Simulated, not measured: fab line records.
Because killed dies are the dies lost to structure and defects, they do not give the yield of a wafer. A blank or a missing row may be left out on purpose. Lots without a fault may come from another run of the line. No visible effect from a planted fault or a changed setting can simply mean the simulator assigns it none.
Comparing a struck lot with a sound one ; flow n5_finfet ; 16 out of 1938 route steps
Sound: these wafers, L146.3, L146.4, L146.6. Struck: wafer L142.6 (left out: L142.4, a lot-mate that was not struck); the cause follows at the end.
Each step with rows lists, per side, the tool, then ch with its chambers, then its first start. Under that, the readings that differ: sound wafers ; struck wafers ; difference of the means ; sigmas: that difference in standard deviations of wafers without a fault.
alike: a reading whose means differ by less than 2 such deviations, as well as words and numbers matching on both sides. not compared: withheld readings; readings where some wafer has no value; bounds like >300 that might hide an equal value; numbers whose values overlap and for which the record gives no deviation.
Wherever a step has rows on one side only, a row that says differs or no value, or a row with sigmas, the two part there. Numbers that don't overlap but have no deviation are shown without sigmas and don't part them. A reading that every wafer of one side lacks parts them only if that side has two wafers or more.

N5_HKMG_FIN_INSPECT_61: inspects for defects (macro).
  struck on defect_inspect-01, day 6 19:43; sound on defect_inspect-02, day 7 20:02
  alike: raw_defect_count
N5_HKMG_FIN_DESCUM_53: chemistry O2, time 7.9 s.
  sound on rie_diel-01 ch 0,1,3, day 7 20:05; struck on rie_diel-02 ch 3, day 6 19:46
  alike: drypump_motor_current_A, oes_product_au, rf_vpp_V, showerhead_plenum_p_Torr, throttle_valve_pct
  not compared: rf_hours_counter_h
then, 1 step without rows for these wafers: N5_HKMG_FIN_ETCH_54 (etches SiARC in CF4, target depth 45.5 nm, time 75.8 s).
N5_HKMG_FIN_ETCH_55: etches SOC in N2/H2, target depth 240 nm, time 300 s.
  sound on rie_diel-01 ch 0,1,3, day 7 20:10; struck on rie_diel-02 ch 3, day 6 19:55
reading;sound;struck;difference;sigmas
oes_product_au (a.u.);0.77 0.99 0.95;0.69;-0.21;-2
  alike: drypump_motor_current_A, h2_flow_sccm, rf_vpp_V, showerhead_plenum_p_Torr, throttle_valve_pct
  not compared: rf_hours_counter_h
then, 1 step without rows for these wafers: N5_HKMG_FIN_STRIP_56 (strips in N2/H2).
N5_HKMG_FIN_STRIP_57: strips in CF4.
  sound on rie_diel-01 ch 0,1,3, day 7 20:22; struck on rie_diel-02 ch 3, day 6 20:02
reading;sound;struck;difference;sigmas
oes_product_au (a.u.);0.79 0.97 0.91;0.69;-0.20;-2
  alike: drypump_motor_current_A, power_w, rf_vpp_V, showerhead_plenum_p_Torr, throttle_valve_pct
  not compared: rf_hours_counter_h
N5_HKMG_FIN_ETCH_58: etches SOC in N2/H2, target depth 215.8 nm, time 741 s.
  sound on rie_diel-01 ch 0,1,3, day 7 20:23; struck on rie_diel-02 ch 3, day 6 20:16
  alike: drypump_motor_current_A, h2_flow_sccm, oes_product_au, rf_vpp_V, showerhead_plenum_p_Torr, throttle_valve_pct
  not compared: rf_hours_counter_h
N5_HKMG_FIN_STRIP_93: strips SOC in N2/H2, time 20 s.
  sound on rie_diel-01 ch 0,1,3, day 7 20:48; struck on rie_diel-02 ch 3, day 6 20:30
  alike: drypump_motor_current_A, h2_flow_sccm, oes_product_au, power_w, rf_vpp_V, showerhead_plenum_p_Torr, throttle_valve_pct
  not compared: rf_hours_counter_h
then, 4 steps without rows for these wafers: N5_HKMG_FIN_WET_ETCH_76 (etches Al2O3 in dNH4OH, stops on La2O3, target depth 2.25 nm, rinse time 30 s); N5_HKMG_FIN_STRIP_60 (strips in N2/H2, time 360 s); N5_HKMG_FIN_WET_ETCH_77 (etches La2O3 in dHCl, stops on HfO2, target depth 2 nm); N5_HKMG_FIN_WET_ETCH_78 (etches Al2O3 in dNH4OH, stops on La2O3, target depth 4.5 nm, rinse time 30 s).
N5_HKMG_FIN_ALD_79: deposits TiN, target thk 1.5 nm, pulse time 1 s, purge time 3 s.
  sound on ald_metal-04 ch 1,2, day 7 21:26; struck on ald_metal-01 ch 3, day 6 21:07
reading;sound;struck;difference;sigmas
co_reactant_pulse_time_s (s);2 2 2;2.1592;+0.1592;
  alike: heater_power_w, precursor_pulse_height_rel
  not compared: since_wet_clean_h
then, 1 step without rows for these wafers: N5_HKMG_FIN_CVD_62 (deposits a-Si from Si2H6, target thk 3 nm, time 20.8 s).
-- the record jumps here: 4 days lie between the struck wafers' starts before and after (it left off in module HKMG_FIN and takes up again in module BEOL_M4, whose first step shown is number 1111 of the route) --
N5_BEOL_M4_RC_MEAS_101:
  sound on prober-02 ch 0, day 12 06:32; struck on prober-01 ch 0, day 10 22:22
  alike: DIBL_N, DIBL_P, IOFF_N, IOFF_P, ION_N, ION_P, SS_N, SS_P, VT_N, VT_P
next, for these wafers, 1 step has no rows: N5_PASSIVATION_PROBE_49.

WHERE THEY PART
Earliest at N5_HKMG_FIN_ETCH_55; latest, in this record, at N5_HKMG_FIN_STRIP_57. Later steps at which nothing parts them and some readings are alike: N5_HKMG_FIN_ETCH_58, N5_HKMG_FIN_STRIP_93, N5_HKMG_FIN_ALD_79, N5_BEOL_M4_RC_MEAS_101.

WHY: whatever the simulator had introduced
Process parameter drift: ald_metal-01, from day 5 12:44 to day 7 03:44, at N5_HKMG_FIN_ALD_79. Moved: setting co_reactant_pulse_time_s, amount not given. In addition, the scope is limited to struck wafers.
